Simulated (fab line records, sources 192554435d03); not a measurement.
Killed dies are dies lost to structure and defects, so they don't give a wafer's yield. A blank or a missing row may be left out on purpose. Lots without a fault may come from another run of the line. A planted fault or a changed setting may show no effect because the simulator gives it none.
fab line records | flow n5_finfet
record lots=22 wafers=66 last_day=18
route steps=1938 shown GATE_CUT@490 MOL_CONTACT_COAG@535
lots that met no fault: from a run of the same line without faults
start_h: hours from the record's first day to the start of the lot's first wafer shown | wait_h: hours since the lot's step before | " the same as in the row above | L1.1+2: a row that stands for several wafers | - no value, or no start given | * or withheld: withheld | < > ~ a bound
route shown NAME@n: a module of which the file shows steps, and the number in the route of the first | usual: mean/standard deviation of fault-free wafers | same: alike in all rows | chamber/n: place in a boat | sites: the reading at each site | _std_site: their standard deviation | _edge_site: outer sites' mean less inner sites' | radius_mm: how far each site lies from the wafer's centre | mask NAME#n: copy n | behind: the tool/chamber that last shaped the wafer | hold: why the lot was held/for how many hours/how that ended | device: the transistor (n, p or np) that didn't switch | end of line: the same wafers' tests at the end of the route | a step without rows: its recipe alone | killed: dies lost to structure and defects at the first sort, not the wafer's yield | map: a wafer's dies, x killed, . not, _ none there
set.NAME: the setting as run; set.NAME@STEP: as run at that earlier step | model.NAME: the simulator's own value behind a step, which no gauge read
steps of the route over a sample of lots; a table a step, a row a wafer
services: from which hour (start_h, from the record's first day; less than 0 if before it) a tool's chamber was out of use, for how many hours, and why
## steps
# step N5_GATE_CUT_DESCUM_18
# recipe chemistry=O2 time_s=7 source_power_w=50 bias_power_w=20 pressure_mtorr=20 rf_frequency_hz=2.712e+07 temp_c=40 resist=CAR-EUV o2_flow_sccm=225
# usual bias_power_w=20.00/0.058 drypump_motor_current_A=5.7/0.4 oes_product_au=0.76/0.086 rf_vpp_V=243.0/1.3 showerhead_plenum_p_Torr=2.09/0.069 throttle_valve_pct=20.44/0.25
# same time_s=7
# columns lot.wafer tool chamber start_h wait_h bias_power_w drypump_motor_current_A oes_product_au rf_hours_counter_h rf_vpp_V showerhead_plenum_p_Torr throttle_valve_pct
L074.4 rie_diel-01 0 83.41 0.0 19.94 5.4 0.84 57 244.1 2.14 20.76
L074.5 " 3 " " 20.05 5.9 0.84 - 244.7 2.22 20.44
L074.6 " 2 " " 19.95 5.6 0.74 - 244.2 2.07 20.00
L075.1 rie_diel-02 0 88.41 0.3 19.93 5.9 0.69 204 240.8 1.98 20.78
L075.2 " 1 " " 19.93 5.2 0.79 132 241.3 2.02 20.09
L075.6 " 3 " " 20.00 6.4 0.70 - 243.6 2.08 20.51
L076.3 rie_diel-01 3 96.17 0.0 20.05 5.9 0.85 80 243.5 2.22 20.43
L076.4 " 2 " " 19.98 5.6 0.74 159 243.3 2.07 19.98
L076.5 " 2 " " 19.97 5.6 0.74 - 241.3 2.07 19.99
L077.2 rie_diel-01 1 102.73 0.5 20.05 6.4 0.93 14 241.1 2.05 20.22
L077.3 " 3 " " 20.04 5.9 0.84 82 246.4 2.22 20.45
L077.6 " 0 " " 19.89 5.4 0.82 - 243.6 2.14 20.73
L078.1 rie_diel-02 0 109.71 0.0 19.99 5.9 0.69 210 241.3 1.97 20.79
L078.3 " 2 " " 20.06 5.7 0.73 169 244.1 2.18 20.54
L078.6 " 3 " " 20.11 6.4 0.69 - 243.1 2.08 20.52
L079.3 rie_diel-06 0 114.73 0.0 19.96 5.9 0.69 231 242.4 2.08 20.58
L079.4 " 2 " " 19.92 5.2 0.74 170 243.8 2.17 20.60
L079.6 " 3 " " 20.04 5.5 0.93 - 242.2 2.14 20.13
L080.1 rie_diel-06 1 121.02 0.1 20.04 5.5 0.67 220 243.2 2.08 20.39
L080.4 " 2 " " 19.97 5.2 0.73 172 244.5 2.17 20.61
L080.5 " 2 " " 19.99 5.2 0.73 - 244.8 2.17 20.57
L081.1 rie_diel-01 2 126.78 0.0 19.95 5.6 0.73 168 243.1 2.07 20.01
L081.3 " 0 " " 19.99 5.4 0.81 71 242.9 2.14 20.76
L081.5 " 2 " " 20.01 5.6 0.73 - 244.2 2.07 20.01
L083.2 rie_diel-06 0 138.27 0.0 20.01 5.9 0.69 238 241.6 2.08 20.59
L083.3 " 1 " " 20.08 5.5 0.68 225 243.7 2.08 20.40
L083.5 " 2 " " 19.98 5.2 0.73 - 243.1 2.16 20.60
L084.1 rie_diel-06 3 142.53 0.1 19.97 5.5 0.91 21 243.8 2.13 20.13
L084.3 " 2 " " 19.99 5.2 0.72 178 243.5 2.16 20.61
L084.6 " 1 " " 20.00 5.5 0.67 - 244.6 2.08 20.38
L085.3 rie_diel-01 0 151.68 0.1 19.94 5.3 0.80 78 243.2 2.13 20.78
L085.4 " 3 " " 19.95 5.9 0.83 96 245.8 2.22 20.46
L085.6 " 2 " " 20.01 5.6 0.72 - 244.0 2.06 20.02
L086.1 rie_diel-01 2 155.08 0.1 20.03 5.6 0.73 177 242.0 2.06 20.03
L086.4 " 0 " " 20.00 5.3 0.80 79 243.6 2.13 20.77
L086.5 " 0 " " 20.05 5.4 0.80 - 243.6 2.13 20.77
L087.2 rie_diel-06 3 163.96 0.0 19.96 5.5 0.91 27 244.3 2.13 20.15
L087.5 " 3 " " 19.95 5.5 0.91 - 241.9 2.13 20.14
L087.6 " 1 " " 19.92 5.5 0.67 - 242.3 2.07 20.39
L088.3 rie_diel-06 0 168.71 0.0 19.98 5.9 0.69 247 242.2 2.07 20.60
L088.4 " 2 " " 20.03 5.2 0.72 185 244.5 2.16 20.60
L088.6 " 0 " " 19.93 5.9 0.69 - 244.8 2.07 20.60
L089.3 rie_diel-02 0 172.57 0.5 19.97 5.9 0.68 230 242.3 1.97 20.82
L089.4 " 1 " " 20.01 5.2 0.77 157 242.3 2.01 20.13
L089.6 " 1 " " 20.01 5.2 0.77 - 241.7 2.01 20.12
L090.2 rie_diel-02 3 182.42 0.0 20.06 6.4 0.67 224 243.2 2.07 20.55
L090.4 " 2 " " 19.97 5.8 0.71 192 245.2 2.17 20.58
L090.6 " 1 " " 20.04 5.2 0.76 - 240.9 2.01 20.16
L091.1 rie_diel-02 3 186.26 0.3 19.95 6.4 0.68 226 243.3 2.07 20.56
L091.3 " 2 " " 19.93 5.7 0.72 193 245.4 2.17 20.57
L091.6 " 1 " " 20.06 5.2 0.77 - 241.0 2.01 20.13
L092.2 rie_diel-02 3 192.59 0.2 20.01 6.4 0.67 227 243.6 2.07 20.55
L092.4 " 1 " " 20.00 5.2 0.76 165 241.3 2.01 20.15
L092.6 " 0 " " 20.01 5.9 0.68 - 240.9 1.96 20.84
L093.1 rie_diel-02 3 195.06 0.0 19.89 6.4 0.67 228 243.3 2.07 20.55
L093.2 " 1 " " 20.05 5.2 0.77 166 241.9 2.01 20.13
L093.5 " 1 " " 20.10 5.2 0.76 - 241.1 2.01 20.15
L094.1 rie_diel-01 1 207.27 0.9 20.05 6.4 0.87 41 242.4 2.04 20.28
L094.2 " 3 " " 19.99 5.9 0.81 109 244.9 2.21 20.49
L094.6 " 0 " " 20.08 5.3 0.79 - 242.9 2.13 20.79
L095.1 rie_diel-06 2 212.34 0.2 20.14 5.2 0.71 202 242.8 2.16 20.64
L095.3 " 3 " " 20.16 5.5 0.87 47 244.1 2.12 20.17
L095.5 " 0 " " 20.00 5.9 0.97 - 243.2 2.07 20.36
L096.1 rie_diel-02 0 217.75 0.0 20.02 5.9 0.67 246 240.6 1.96 20.84
L096.2 " 3 " " 19.97 6.4 0.67 236 241.7 2.07 20.57
L096.3 " 2 " " 20.05 5.8 0.71 203 244.5 2.16 20.58
# step N5_GATE_CUT_ETCH_19
# recipe chemistry=CH3F/O2 target=SiNx mask_material=SiO2 target_depth_a=537 time_s=76.7 pressure_mtorr=30 source_w=395 bias_w=73 Ar_flow_sccm=150 CH3F_flow_sccm=30 O2_flow_sccm=20 ion_energy_ev=120 ends=cleared
# usual drypump_motor_current_A=5.7/0.4 etch_rf_on_time_s=77.1/1.4 oes_product_au=0.65/0.073 rf_vpp_V=296/3.9 showerhead_plenum_p_Torr=2.00/0.06 throttle_valve_pct=16.37/0.26
# columns lot.wafer tool chamber start_h wait_h drypump_motor_current_A etch_rf_on_time_s oes_product_au rf_hours_counter_h rf_vpp_V showerhead_plenum_p_Torr throttle_valve_pct
L074.4 rie_diel-01 0 83.70 0.0 5.4 76.1 0.72 57 299 2.03 16.53
L074.5 " 3 " " 5.9 76.8 0.73 - 294 2.10 16.20
L074.6 " 2 " " 5.6 76.7 0.64 - 294 2.00 16.11
L075.1 rie_diel-02 0 88.70 0.0 5.9 77.7 0.60 204 298 1.91 16.90
L075.2 " 1 " " 5.2 76.9 0.67 132 288 1.93 16.03
L075.6 " 3 " " 6.4 78.5 0.59 - 290 1.98 16.35
L076.3 rie_diel-01 3 96.46 0.0 5.9 76.7 0.72 80 294 2.10 16.20
L076.4 " 2 " " 5.6 76.9 0.63 159 296 2.00 16.14
L076.5 " 2 " " 5.6 76.2 0.64 - 294 2.00 16.13
L077.2 rie_diel-01 1 103.01 0.0 6.4 78.2 0.79 14 300 1.97 16.17
L077.3 " 3 " " 5.9 78.2 0.71 82 295 2.10 16.20
L077.6 " 0 " " 5.4 77.2 0.69 - 299 2.03 16.54
L078.1 rie_diel-02 0 110.00 0.0 5.9 76.8 0.60 211 298 1.91 16.90
L078.3 " 2 " " 5.7 78.0 0.63 169 295 2.06 16.38
L078.6 " 3 " " 6.4 78.8 0.58 - 290 1.98 16.39
L079.3 rie_diel-06 0 115.02 0.0 5.9 77.4 0.59 231 293 1.97 16.43
L079.4 " 2 " " 5.2 76.5 0.62 170 301 2.09 16.61
L079.6 " 3 " " 5.5 75.0 0.80 - 297 2.04 16.02
L080.1 rie_diel-06 1 121.31 0.0 5.4 77.4 0.58 220 300 1.98 16.34
L080.4 " 2 " " 5.2 76.4 0.62 172 298 2.09 16.63
L080.5 " 2 " " 5.2 76.7 0.63 - 299 2.09 16.61
L081.1 rie_diel-01 2 127.07 0.0 5.6 76.9 0.63 168 295 2.00 16.15
L081.3 " 0 " " 5.4 76.7 0.69 71 299 2.03 16.55
L081.5 " 2 " " 5.6 77.3 0.62 - 294 2.00 16.15
L083.2 rie_diel-06 0 138.56 0.0 5.9 77.5 0.59 238 293 1.97 16.42
L083.3 " 1 " " 5.5 76.1 0.58 225 300 1.98 16.34
L083.5 " 2 " " 5.2 75.0 0.63 - 299 2.09 16.63
L084.1 rie_diel-06 3 142.82 0.0 5.5 74.4 0.78 21 297 2.04 16.05
L084.3 " 2 " " 5.2 76.0 0.62 178 298 2.09 16.63
L084.6 " 1 " " 5.5 76.6 0.58 - 301 1.98 16.35
L085.3 rie_diel-01 0 151.97 0.0 5.4 75.4 0.70 78 299 2.03 16.57
L085.4 " 3 " " 5.9 76.9 0.71 97 295 2.10 16.22
L085.6 " 2 " " 5.6 76.7 0.63 - 295 2.00 16.17
L086.1 rie_diel-01 2 155.37 0.0 5.6 77.2 0.62 177 296 2.00 16.16
L086.4 " 0 " " 5.4 76.0 0.69 79 299 2.03 16.58
L086.5 " 0 " " 5.4 76.1 0.68 - 299 2.03 16.57
L087.2 rie_diel-06 3 164.24 0.0 5.5 74.8 0.77 27 297 2.04 16.06
L087.5 " 3 " " 5.5 75.0 0.77 - 299 2.04 16.06
L087.6 " 1 " " 5.5 76.3 0.58 - 299 1.98 16.36
L088.3 rie_diel-06 0 168.99 0.0 5.8 78.1 0.58 247 293 1.96 16.46
L088.4 " 2 " " 5.2 76.9 0.61 185 299 2.08 16.64
L088.6 " 0 " " 5.9 78.3 0.59 - 293 1.96 16.45
L089.3 rie_diel-02 0 172.85 0.0 5.9 75.9 0.60 230 299 1.90 16.95
L089.4 " 1 " " 5.1 76.4 0.65 157 288 1.92 16.08
L089.6 " 1 " " 5.2 76.0 0.66 - 289 1.92 16.07
L090.2 rie_diel-02 3 182.71 0.0 6.4 79.1 0.56 225 290 1.97 16.42
L090.4 " 2 " " 5.8 78.0 0.61 192 295 2.05 16.42
L090.6 " 1 " " 5.2 77.1 0.64 - 288 1.92 16.08
L091.1 rie_diel-02 3 186.55 0.0 6.4 80.1 0.56 226 291 1.97 16.44
L091.3 " 2 " " 5.8 78.7 0.61 193 292 2.05 16.41
L091.6 " 1 " " 5.2 78.0 0.64 - 289 1.92 16.07
L092.2 rie_diel-02 3 192.87 0.0 6.4 80.0 0.57 227 290 1.97 16.44
L092.4 " 1 " " 5.2 77.1 0.65 165 289 1.92 16.09
L092.6 " 0 " " 5.9 76.8 0.59 - 299 1.90 16.97
L093.1 rie_diel-02 3 195.34 0.0 6.4 80.9 0.56 228 290 1.97 16.44
L093.2 " 1 " " 5.2 77.4 0.64 166 289 1.92 16.09
L093.5 " 1 " " 5.2 78.0 0.63 - 290 1.92 16.08
L094.1 rie_diel-01 1 207.55 0.0 6.4 76.3 0.76 41 301 1.97 16.19
L094.2 " 3 " " 5.9 78.0 0.69 109 296 2.09 16.23
L094.6 " 0 " " 5.4 75.9 0.67 - 300 2.02 16.59
L095.1 rie_diel-06 2 212.63 0.0 5.2 76.2 0.60 202 299 2.08 16.67
L095.3 " 3 " " 5.5 74.5 0.75 47 298 2.03 16.10
L095.5 " 0 " " 5.9 75.2 0.81 - 294 1.96 16.07
L096.1 rie_diel-02 0 218.03 0.0 5.9 76.9 0.58 246 298 1.90 16.97
L096.2 " 3 " " 6.4 80.0 0.56 236 289 1.97 16.44
L096.3 " 2 " " 5.8 78.5 0.61 203 294 2.05 16.43
# step N5_GATE_CUT_VAPOR_ETCH_49
# recipe chemistry=BCl3/Cl2 target=TiAlC mode=isotropic
# usual drypump_motor_current_A=5.5/0.38 oes_product_au=0.77/0.12
# columns lot.wafer tool chamber start_h wait_h drypump_motor_current_A oes_product_au
L074.4 rie_metal-03 1 84.26 0.1 5.3 0.80
L074.5 " 1 " " 5.3 0.79
L074.6 " 1 " " 5.3 0.79
L075.1 rie_metal-01 0 89.02 0.0 5.0 0.78
L075.2 " 1 " " 5.1 0.62
L075.6 " 0 " " 5.0 0.79
L076.3 rie_metal-01 0 96.78 0.0 5.0 0.77
L076.4 " 1 " " 5.1 0.62
L076.5 " 1 " " 5.1 0.62
L077.2 rie_metal-03 1 103.33 0.0 5.3 0.79
L077.3 " 1 " " 5.3 0.80
L077.6 " 0 " " 5.6 0.96
L078.1 rie_metal-02 1 110.67 0.1 6.1 0.60
L078.3 " 1 " " 6.1 0.60
L078.6 " 1 " " 6.1 0.60
L079.3 rie_metal-03 0 115.34 0.0 5.6 0.93
L079.4 " 1 " " 5.3 0.78
L079.6 " 1 " " 5.3 0.78
L080.1 rie_metal-03 0 121.63 0.0 5.6 0.93
L080.4 " 0 " " 5.6 0.93
L080.5 " 1 " " 5.3 0.78
L081.1 rie_metal-02 1 127.59 0.1 6.1 0.60
L081.3 " 1 " " 6.1 0.60
L081.5 " 1 " " 6.1 0.60
L083.2 rie_metal-01 0 138.87 0.0 5.1 0.77
L083.3 " 0 " " 5.1 0.76
L083.5 " 1 " " 5.1 0.61
L084.1 rie_metal-01 0 143.13 0.0 5.0 0.76
L084.3 " 0 " " 5.0 0.77
L084.6 " 0 " " 5.0 0.77
L085.3 rie_metal-03 0 152.29 0.0 5.6 0.91
L085.4 " 1 " " 5.3 0.76
L085.6 " 1 " " 5.3 0.77
L086.1 rie_metal-03 1 155.68 0.0 5.3 0.77
L086.4 " 1 " " 5.3 0.77
L086.5 " 0 " " 5.6 0.89
L087.2 rie_metal-02 1 164.57 0.0 6.1 0.59
L087.5 " 1 " " 6.1 0.59
L087.6 " 0 " " 6.0 0.94
L088.3 rie_metal-01 0 169.32 0.0 5.1 0.76
L088.4 " 1 " " 5.1 0.60
L088.6 " 1 " " 5.1 0.60
L089.3 rie_metal-03 0 173.18 0.0 5.6 0.90
L089.4 " 1 " " 5.3 0.76
L089.6 " 1 " " 5.3 0.77
L090.2 rie_metal-03 0 183.02 0.0 5.6 0.90
L090.4 " 0 " " 5.6 0.89
L090.6 " 1 " " 5.3 0.77
L091.1 rie_metal-01 0 186.86 0.0 5.0 0.76
L091.3 " 1 " " 5.1 0.60
L091.6 " 0 " " 5.0 0.75
L092.2 rie_metal-02 1 193.19 0.0 6.1 0.59
L092.4 " 1 " " 6.1 0.59
L092.6 " 1 " " 6.1 0.59
L093.1 rie_metal-03 0 195.66 0.0 5.6 0.90
L093.2 " 1 " " 5.3 0.77
L093.5 " 0 " " 5.6 0.90
L094.1 rie_metal-02 0 207.94 0.0 6.0 0.92
L094.2 " 1 " " 6.1 0.58
L094.6 " 0 " " 6.0 0.92
L095.1 rie_metal-02 0 213.16 0.1 6.0 0.90
L095.3 " 0 " " 6.0 0.90
L095.5 " 0 " " 6.0 0.91
L096.1 rie_metal-01 1 218.36 0.0 5.1 0.99
L096.2 " 0 " " 5.1 0.75
L096.3 " 0 " " 5.0 0.74
# step N5_GATE_CUT_ALD_22
# recipe material=SiNx target_thk_a=160 temp_c=400 ald_precursor_family=SiH2I2 ald_co_reactant=N2/H2-plasma pulse_time_s=1 ald_cycles=320 purge_time_s=2 co_reactant_purge_time_s=2 pressure_torr=2
# usual heater_power_w=884/110 precursor_pulse_height_rel=1.000/0.022
# same purge_time_s=2
# columns lot.wafer tool chamber start_h wait_h heater_power_w precursor_pulse_height_rel
L074.4 ald_sin-04 1 84.52 0.0 1003 0.997
L074.5 " 0 " " 757 1.004
L074.6 " 1 " " 1021 1.036
L075.1 ald_sin-04 1 90.03 0.8 999 1.049
L075.2 " 3 " " 1070 1.024
L075.6 " 0 " " 742 0.994
L076.3 ald_sin-04 0 97.01 0.0 758 1.026
L076.4 " 1 " " 1015 1.033
L076.5 " 2 " " 902 0.995
L077.2 ald_sin-01 2 103.74 0.2 1003 0.972
L077.3 " 1 " " 770 0.970
L077.6 " 1 " " 785 0.974
L078.1 ald_sin-04 2 111.10 0.1 914 1.007
L078.3 " 3 " " 1046 1.009
L078.6 " 3 " " 1052 0.971
L079.3 ald_sin-04 2 115.57 0.0 908 1.009
L079.4 " 1 " " 986 0.981
L079.6 " 3 " " 1062 1.024
L080.1 ald_sin-04 1 121.86 0.0 1018 0.984
L080.4 " 3 " " 1071 1.020
L080.5 " 2 " " 881 1.014
L081.1 ald_sin-04 2 127.89 0.0 907 0.981
L081.3 " 0 " " 756 0.982
L081.5 " 3 " " 1045 1.021
L083.2 ald_sin-02 2 139.11 0.0 852 0.982
L083.3 " 3 " " 936 0.984
L083.5 " 3 " " 959 0.991
L084.1 ald_sin-01 1 143.37 0.0 759 1.009
L084.3 " 3 " " 831 0.956
L084.6 " 2 " " 1009 0.996
L085.3 ald_sin-02 3 153.47 1.0 926 0.999
L085.4 " 2 " " 852 0.997
L085.6 " 3 " " 925 0.981
L086.1 ald_sin-01 2 156.43 0.5 1013 1.008
L086.4 " 3 " " 820 1.026
L086.5 " 1 " " 788 0.994
L087.2 ald_sin-02 2 164.80 0.0 842 1.046
L087.5 " 0 " " 806 1.023
L087.6 " 2 " " 875 0.984
L088.3 ald_sin-02 3 169.55 0.0 933 1.030
L088.4 " 2 " " 846 0.996
L088.6 " 0 " " 814 0.972
L089.3 ald_sin-04 1 173.42 0.0 1024 0.986
L089.4 " 2 " " 897 0.963
L089.6 " 2 " " 913 0.987
L090.2 ald_sin-02 3 183.50 0.3 934 0.996
L090.4 " 1 " " 716 0.972
L090.6 " 3 " " 936 1.005
L091.1 ald_sin-01 0 187.63 0.6 919 1.021
L091.3 " 1 " " 796 0.982
L091.6 " 1 " " 779 1.016
L092.2 ald_sin-02 2 193.43 0.0 840 1.015
L092.4 " 1 " " 740 0.979
L092.6 " 1 " " 742 1.029
L093.1 ald_sin-01 1 195.90 0.0 776 0.974
L093.2 " 2 " " 1009 1.035
L093.5 " 3 " " 822 0.968
L094.1 ald_sin-04 0 208.20 0.0 732 0.986
L094.2 " 3 " " 1044 0.994
L094.6 " 3 " " 1035 0.978
L095.1 ald_sin-04 0 213.77 0.0 744 1.025
L095.3 " 1 " " 977 1.013
L095.5 " 3 " " 1039 1.022
L096.1 ald_sin-02 2 218.59 0.0 875 0.955
L096.2 " 1 " " 723 0.993
L096.3 " 3 " " 928 0.987
# step N5_MOL_CONTACT_COAG_CONTACT_ETCH_14
# recipe chemistry=C4F6/O2 target=SiO2 target_depth_a=275 overetch_a=85 mask_material=SOC pressure_mtorr=30 source_w=370 bias_w=185 Ar_flow_sccm=300 C4F6_flow_sccm=16 O2_flow_sccm=10 time_s=20 ion_energy_ev=259.6
# usual C4F6_flow_sccm=16.01/0.049 drypump_motor_current_A=5.8/0.35 oes_product_au=0.67/0.078 rf_vpp_V=693/3.5 showerhead_plenum_p_Torr=2.89/0.1 throttle_valve_pct=21.18/0.23
# same time_s=20
# columns lot.wafer tool chamber start_h wait_h C4F6_flow_sccm drypump_motor_current_A oes_product_au rf_hours_counter_h rf_vpp_V showerhead_plenum_p_Torr throttle_valve_pct
L074.4 rie_diel-03 3 87.79 0.0 15.99 5.5 0.59 - 692 2.84 21.64
L074.5 " 0 " " 16.03 5.8 0.63 - 695 2.98 20.85
L074.6 " 2 " " 15.99 5.8 0.61 - 690 2.75 21.14
L075.1 rie_diel-05 3 93.41 0.0 15.99 5.7 0.62 186 693 2.85 21.11
L075.2 " 1 " " 15.99 5.6 0.62 174 690 2.75 21.14
L075.6 " 3 " " 15.98 5.7 0.62 - 692 2.85 21.11
L076.3 rie_diel-03 2 100.14 0.0 15.96 5.8 0.61 209 689 2.75 21.15
L076.4 " 0 " " 15.95 5.8 0.63 184 695 2.98 20.87
L076.5 " 0 " " 15.99 5.8 0.63 - 696 2.98 20.86
L077.2 rie_diel-04 1 106.90 0.0 16.10 6.1 0.75 35 693 2.93 21.04
L077.3 " 2 " " 16.02 5.5 0.64 155 687 2.76 21.17
L077.6 " 2 " " 16.05 5.5 0.64 - 688 2.76 21.18
L078.1 rie_diel-03 0 114.29 0.0 16.01 5.8 0.62 190 698 2.98 20.87
L078.3 " 2 " " 16.12 5.9 0.60 215 689 2.75 21.17
L078.6 " 0 " " 15.98 5.8 0.62 - 697 2.98 20.90
L079.3 rie_diel-05 3 118.80 0.0 16.00 5.7 0.61 198 692 2.85 21.12
L079.4 " 1 " " 16.07 5.6 0.62 - 689 2.74 21.16
L079.6 " 0 " " 15.88 6.6 0.71 - 698 3.02 21.27
L080.1 rie_diel-05 0 127.04 0.0 16.01 6.6 0.70 87 698 3.02 21.28
L080.4 " 2 " " 16.04 5.1 0.83 2 699 3.08 20.94
L080.5 " 2 " " 16.04 5.1 0.83 - 697 3.08 20.95
L081.1 rie_diel-05 1 131.32 0.0 15.91 5.6 0.61 189 689 2.74 21.16
L081.3 " 0 " " 15.94 6.6 0.71 88 697 3.02 21.28
L081.5 " 0 " " 16.07 6.6 0.70 - 697 3.02 21.28
L083.2 rie_diel-05 2 142.56 0.0 16.00 5.1 0.79 7 700 3.08 20.96
L083.3 " 0 " " 16.00 6.6 0.70 92 696 3.02 21.29
L083.5 " 0 " " 15.97 6.6 0.70 - 698 3.02 21.28
L084.1 rie_diel-03 2 146.71 0.0 15.98 5.9 0.60 225 688 2.74 21.18
L084.3 " 0 " " 16.00 5.8 0.61 202 696 2.97 20.90
L084.6 " 0 " " 16.05 5.8 0.61 - 696 2.97 20.87
L085.3 rie_diel-03 0 156.77 0.0 15.93 5.8 0.62 206 696 2.97 20.89
L085.4 " 3 " " 16.04 5.5 0.80 12 691 2.83 21.26
L085.6 " 3 " " 16.03 5.5 0.80 - 691 2.83 21.25
L086.1 rie_diel-05 1 159.72 0.0 16.05 5.6 0.61 199 689 2.74 21.18
L086.4 " 2 " " 16.04 5.1 0.78 12 698 3.08 20.95
L086.5 " 0 " " 15.95 6.6 0.70 - 697 3.02 21.28
L087.2 rie_diel-04 3 168.06 0.0 16.06 5.7 0.58 247 694 2.94 21.39
L087.5 " 2 " " 15.95 5.5 0.62 - 689 2.75 21.19
L087.6 " 1 " " 15.95 6.1 0.73 - 695 2.92 21.06
L088.3 rie_diel-03 0 172.79 0.0 16.04 5.8 0.61 212 695 2.97 20.91
L088.4 " 2 " " 15.98 5.9 0.59 234 688 2.74 21.18
L088.6 " 2 " " 15.94 5.9 0.59 - 688 2.74 21.20
L089.3 rie_diel-04 1 176.68 0.0 16.12 6.1 0.73 60 693 2.92 21.06
L089.4 " 3 " " 16.10 5.6 0.58 250 696 2.93 21.39
L089.6 " 0 " " 15.98 6.4 0.61 - 696 2.97 21.99
L090.2 rie_diel-03 3 187.06 0.0 15.86 5.5 0.78 21 690 2.83 21.26
L090.4 " 0 " " 15.91 5.7 0.60 215 695 2.97 20.91
L090.6 " 0 " " 15.96 5.8 0.60 - 697 2.97 20.90
L091.1 rie_diel-03 3 190.88 0.0 16.04 5.5 0.78 22 692 2.82 21.27
L091.3 " 2 " " 16.02 5.9 0.59 240 688 2.74 21.19
L091.6 " 3 " " 16.03 5.5 0.78 - 690 2.82 21.27
L092.2 rie_diel-04 0 196.68 0.0 15.92 6.4 0.60 246 695 2.96 21.99
L092.4 " 3 " " 16.06 5.7 0.84 0 694 2.93 21.07
L092.6 " 0 " " 15.97 6.4 0.61 - 696 2.96 21.99
L093.1 rie_diel-03 1 199.16 0.0 16.09 5.8 0.72 37 693 2.90 21.21
L093.2 " 0 " " 16.00 5.8 0.61 220 695 2.96 20.90
L093.5 " 2 " " 15.98 5.9 0.59 - 689 2.73 21.19
L094.1 rie_diel-05 2 211.73 0.0 16.01 5.1 0.75 30 700 3.07 20.99
L094.2 " 0 " " 15.98 6.6 0.68 116 698 3.01 21.32
L094.6 " 2 " " 16.02 5.1 0.75 - 698 3.07 20.98
L095.1 rie_diel-03 2 216.94 0.0 15.97 5.8 0.59 252 687 2.73 21.23
L095.3 " 1 " " 16.05 5.7 0.72 45 695 2.90 21.21
L095.5 " 2 " " 15.97 5.9 0.58 - 686 2.73 21.21
L096.1 rie_diel-04 1 221.72 0.0 16.02 6.1 0.71 80 693 2.91 21.11
L096.2 " 2 " " 16.00 5.5 0.61 200 689 2.74 21.23
L096.3 " 3 " " 16.06 5.7 0.78 11 694 2.93 21.07
# step N5_MOL_CONTACT_COAG_SPUTTER_143
# recipe material=Co target_thk_a=25 temp_c=25 chamber_pressure_pa=0.2
# usual substrate_temp_c=24.99/0.098 throttle_valve_pct=30.4/0.9
# columns lot.wafer tool chamber start_h wait_h substrate_temp_c throttle_valve_pct
L074.4 pvd_sputter-02 - 90.70 0.0 25.07 30.5
L074.5 " - " " 25.11 30.7
L074.6 " - " " 24.78 29.8
L075.1 pvd_sputter-03 - 97.41 0.0 25.00 29.7
L075.2 " - " " 24.99 30.3
L075.6 " - " " 24.92 30.3
L076.3 pvd_sputter-01 - 102.15 0.0 24.92 28.6
L076.4 " - " " 24.95 28.3
L076.5 " - " " 24.97 28.8
L077.2 pvd_sputter-02 - 109.62 0.0 24.84 30.9
L077.3 " - " " 24.90 29.8
L077.6 " - " " 25.09 29.7
L078.1 pvd_sputter-03 - 116.52 0.0 24.86 30.3
L078.3 " - " " 25.07 32.3
L078.6 " - " " 24.95 30.5
L079.3 pvd_sputter-02 - 121.15 0.0 24.95 30.3
L079.4 " - " " 24.81 29.7
L079.6 " - " " 24.93 30.1
L080.1 pvd_sputter-03 - 130.07 0.0 24.92 30.1
L080.4 " - " " 24.99 32.1
L080.5 " - " " 24.97 29.9
L081.1 pvd_sputter-01 - 134.57 0.0 25.03 29.5
L081.3 " - " " 25.03 30.1
L081.5 " - " " 24.98 28.4
L083.2 pvd_sputter-02 - 145.55 0.0 24.65 29.4
L083.3 " - " " 24.94 30.2
L083.5 " - " " 24.89 31.5
L084.1 pvd_sputter-03 - 149.80 0.0 25.21 30.3
L084.3 " - " " 25.02 29.7
L084.6 " - " " 25.19 32.2
L085.3 pvd_sputter-02 - 161.63 0.0 25.07 30.6
L085.4 " - " " 25.16 30.7
L085.6 " - " " 25.12 29.7
L086.1 pvd_sputter-02 - 162.79 0.0 24.99 31.1
L086.4 " - " " 25.07 30.7
L086.5 " - " " 24.95 29.9
L087.2 pvd_sputter-02 - 172.05 0.0 24.91 30.4
L087.5 " - " " 25.03 30.1
L087.6 " - " " 24.80 30.6
L088.3 pvd_sputter-02 - 176.46 0.0 25.04 30.0
L088.4 " - " " 24.99 29.9
L088.6 " - " " 24.97 30.0
L089.3 pvd_sputter-02 - 178.27 0.0 24.99 31.5
L089.4 " - " " 24.84 30.0
L089.6 " - " " 25.08 29.8
L090.2 pvd_sputter-02 - 189.26 0.0 24.99 30.1
L090.4 " - " " 24.84 30.7
L090.6 " - " " 24.89 31.3
L091.1 pvd_sputter-01 - 194.20 0.0 25.11 28.7
L091.3 " - " " 24.95 28.7
L091.6 " - " " 25.02 30.1
L092.2 pvd_sputter-02 - 198.45 0.0 24.92 29.8
L092.4 " - " " 24.96 31.3
L092.6 " - " " 25.08 30.2
L093.1 pvd_sputter-03 - 202.26 0.0 25.03 32.5
L093.2 " - " " 24.94 30.2
L093.5 " - " " 25.03 32.4
L094.1 pvd_sputter-02 - 215.70 0.0 25.02 31.3
L094.2 " - " " 25.11 30.1
L094.6 " - " " 24.90 30.2
L095.1 pvd_sputter-03 - 220.11 0.0 25.04 30.0
L095.3 " - " " 24.98 30.0
L095.5 " - " " 24.99 32.3
L096.1 pvd_sputter-02 - 225.47 0.0 24.99 30.0
L096.2 " - " " 24.98 29.8
L096.3 " - " " 24.99 31.4
## services
# columns tool chamber start_h hours kind
pvd_sputter-03 - 71.01 1.4 repair
pvd_sputter-02 - 73.12 1.7 repair
ald_sin-02 - 87.15 14.0 pm
rie_diel-05 2 91.55 11.1 repair
ald_sin-02 - 101.15 6.1 pm
rie_diel-01 1 107.72 3.6 repair
rie_diel-03 - 118.04 2.8 pm
rie_diel-04 2 122.02 1.8 repair
ald_sin-01 0 144.35 15.5 repair
ald_sin-02 3 158.10 10.5 repair
rie_diel-06 2 162.47 4.1 repair
rie_diel-01 - 165.45 15.6 pm
rie_diel-05 0 166.50 3.8 repair
rie_diel-05 3 168.28 4.5 repair
ald_sin-02 2 171.21 14.8 repair
rie_diel-06 0 175.79 - clean
rie_diel-06 0 175.79 - consumable_replace:focus_ring
rie_diel-06 0 175.79 25.3 scheduled_down
rie_diel-06 0 175.79 25.3 vent_cycle
ald_sin-04 - 176.75 14.0 pm
rie_diel-03 3 197.84 8.7 repair
rie_diel-06 1 206.38 - clean
rie_diel-06 1 206.38 - consumable_replace:focus_ring
rie_diel-03 3 214.28 5.1 repair
## key
fault none
